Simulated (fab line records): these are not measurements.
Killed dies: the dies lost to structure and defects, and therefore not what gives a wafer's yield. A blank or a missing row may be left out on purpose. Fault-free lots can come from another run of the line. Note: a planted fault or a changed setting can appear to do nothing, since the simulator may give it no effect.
Code-filled problem report in 8D (eight disciplines) form / flow n5_finfet / the parts of the form that need people (team, actions taken, sign-off) are left out

1. WHAT IS WRONG
Wafers without a fault read 1500.0 rpm, standard deviation 1.1; spin_speed_rpm at N5_BEOL_M11_COAT_22 reads a mean of 1305.1 rpm on 6 wafers belonging to 2 lots. That is -99 or more standard deviations from the usual mean.
The step: resist thk 90 nm.
Seen first at day 17 10:16 on litho_track-05, wafer L300.1. The record has a number at this step for 33 wafers belonging to 11 lots. By rule, "out" or "out of limits" means more than 4 standard deviations away from the usual mean. Any other wafer with a number is counted as sound.

2. WHAT IT IS AND WHAT IT IS NOT
question=which readings at this step | is=spin_speed_rpm | is not=dispense_pressure_kPa
question=which lots | is=L300, L303 | is not=L282, L284, L285, L291, L293, L294, L295, L297, L302
question=which wafers of those lots | is=all that have a number | is not=-
question=read on which tools | is=litho_track-05 | is not=litho_track-01, litho_track-02
question=when | is=from day 17 10:16 | is not=up to then (24 sound wafers); but 3 sound wafers of L302 came after

3. SUSPECTS, AND WHAT RULES EACH OUT
Counting: any tool at a process step up to the reading is kept as a suspect provided that every lot that is out went through it and no sound lot did after the first of them.
- litho_track-05 at N5_BEOL_M11_COAT_22 (resist thk 90 nm): kept. It ran every lot that is out, first L300 (day 17 10:16), and no sound lot after that; its last sound lot up to then is L295 (day 16 07:09). On those wafers its own readings are out: spin_speed_rpm.
The count leaves litho_track-05 at N5_BEOL_M11_COAT_22.

4. THE CAUSE (what the simulator had put in)
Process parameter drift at N5_BEOL_M11_COAT_22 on litho_track-05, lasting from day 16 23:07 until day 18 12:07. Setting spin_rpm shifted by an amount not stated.
Only this tool survived the counting.

5. SEQUENCE OF EFFECTS, ordered by route
One row per reading whose mean, taken over the struck wafers that have a number, lies over 3 standard deviations from the usual. Only readings for which the record gives a usual standard deviation are gone through. hours: the time from each lot's start at the first step in this table that gives one to its start at this step, as a median over the lots. sigmas: the change in usual standard deviations.
hours=0; step=N5_BEOL_M11_COAT_22; reading=spin_speed_rpm; usual=1500.0 rpm; on struck wafers=1305.1; change=-194.9; sigmas=-99 or more
The process steps in it:
- N5_BEOL_M11_COAT_22: resist thk 90 nm.
Later steps that measure or inspect, where all struck wafers having a row at the step show a number for every such reading and not one has moved that far: N5_BEOL_M11_INSPECT_30.

6. HOW IT WOULD HAVE BEEN CAUGHT EARLIER
The fault began at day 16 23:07; the first out-of-limits reading in this record came at day 17 10:16, 11 hours later.
